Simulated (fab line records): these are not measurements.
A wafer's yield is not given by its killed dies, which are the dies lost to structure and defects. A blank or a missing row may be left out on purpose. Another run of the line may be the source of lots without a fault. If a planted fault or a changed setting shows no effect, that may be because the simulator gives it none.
Chamber matching :: flow nand-harc :: NHARC_A_M1_DEP_33 on pecvd-04 has 3 sister chambers
The step deposits SiCN, target thk 30 nm. 6 wafers are shown with their chamber, then 12 later ones without.

== WAFERS WITH THEIR CHAMBER ==
wafer: L090.1
chamber: 2
heater-power-w (W): 700

wafer: L090.2
chamber: 1
heater-power-w (W): 625

wafer: L090.5
chamber: 2
heater-power-w (W): 714

wafer: L091.2
chamber: 0
heater-power-w (W): 621

wafer: L091.4
chamber: 0
heater-power-w (W): 650

wafer: L091.6
chamber: 1
heater-power-w (W): 648

== WAFERS WHOSE CHAMBER IS MISSING ==
wafer: L095.1
heater-power-w (W): 683

wafer: L095.3
heater-power-w (W): 622

wafer: L095.4
heater-power-w (W): 634

wafer: L095.2
heater-power-w (W): 624

wafer: L095.5
heater-power-w (W): 625

wafer: L095.6
heater-power-w (W): 676

wafer: L093.1
heater-power-w (W): 592

wafer: L093.4
heater-power-w (W): 596

wafer: L093.6
heater-power-w (W): 593

wafer: L094.1
heater-power-w (W): 609

wafer: L094.4
heater-power-w (W): 665

wafer: L094.5
heater-power-w (W): 620

== WHICH CHAMBER EACH WENT THROUGH ==
wafer: L095.1
from the rows above: can't be placed: 2 or 1 or 0
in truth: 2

wafer: L095.3
from the rows above: can't be placed: 0 or 1
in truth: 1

wafer: L095.4
from the rows above: can't be placed: 0 or 1
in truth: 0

wafer: L095.2
from the rows above: can't be placed: 0 or 1
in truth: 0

wafer: L095.5
from the rows above: can't be placed: 0 or 1
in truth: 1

wafer: L095.6
from the rows above: can't be placed: 2 or 1 or 0
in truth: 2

wafer: L093.1
from the rows above: can't be placed: 0 or 1
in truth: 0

wafer: L093.4
from the rows above: can't be placed: 0 or 1
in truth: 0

wafer: L093.6
from the rows above: can't be placed: 0 or 1
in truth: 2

wafer: L094.1
from the rows above: can't be placed: 0 or 1
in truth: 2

wafer: L094.4
from the rows above: can't be placed: 1 or 0 or 2
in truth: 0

wafer: L094.5
from the rows above: can't be placed: 0 or 1
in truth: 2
Placed correctly: 0 of 12. Not placeable from these rows: 12 (in 9, the candidates include the true chamber). Number placed wrongly: 0.
How it was worked out, from the rows above alone: a wafer's distance from a chamber is the root of the sum, over the readings, of the square of ((its reading less the chamber's mean) divided by the reading's scatter). If the next closest chamber is less than 2 further off than the closest, the wafer can't be placed; otherwise it belongs to the closest. Each chamber's mean is taken over the wafers shown for it. The scatter is the square root of a quotient: the sum, over the shown wafers, of each reading's squared deviation from its chamber's mean, divided by wafers minus chambers.
